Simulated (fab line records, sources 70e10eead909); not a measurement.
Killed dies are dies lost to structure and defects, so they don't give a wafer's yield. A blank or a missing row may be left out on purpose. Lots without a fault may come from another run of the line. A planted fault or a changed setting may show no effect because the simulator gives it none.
Chamber matching | flow nand_harc | NHARC_P_BONDPAD_CMP_32 on cmp-01: 4 sister chambers
The step polishes SiCN, target thk 200 nm. 4 wafers are shown with their chamber, then 7 later ones without.

WAFERS WITH THEIR CHAMBER
wafer  | chamber | motor_current_A (A)
L082.4 | 2       | 11.1
L082.5 | 1       | 10.6
L090.1 | 3       | 11.9
L090.2 | 0       | 11.5

WAFERS WITHOUT THEIR CHAMBER
wafer  | motor_current_A (A)
L090.6 | 11.3
L092.1 | 11.7
L092.4 | 12.1
L092.5 | 12.0
L094.2 | 10.2
L094.3 | 10.5
L094.5 | 10.9

WHICH CHAMBER EACH WENT THROUGH
wafer  | from the rows above          | in truth
L090.6 | can't be placed: 0 or 2 or 3 | 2
L092.1 | can't be placed: 0 or 3 or 2 | 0
L092.4 | can't be placed: 3 or 0      | 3
L092.5 | can't be placed: 3 or 0      | 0
L094.2 | 1                            | 1
L094.3 | 1                            | 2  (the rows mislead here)
L094.5 | can't be placed: 2 or 1 or 0 | 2
Placed correctly: 1 of 7. Can't be placed from these rows: 5 (the true chamber is among the candidates in 5). Placed wrongly: 1.
How it was worked out, from the rows above alone: a wafer's distance from a chamber is the root of the sum, over the readings, of the square of ((its reading less the chamber's mean) divided by the reading's scatter). The wafer belongs to the nearest chamber; if the next one is less than 2 further off, it can't be placed. A chamber's mean is the mean of its shown wafers. The scatter: with one shown wafer a chamber, the root of the mean of the squares of how far each hidden wafer lies from its nearest shown one.
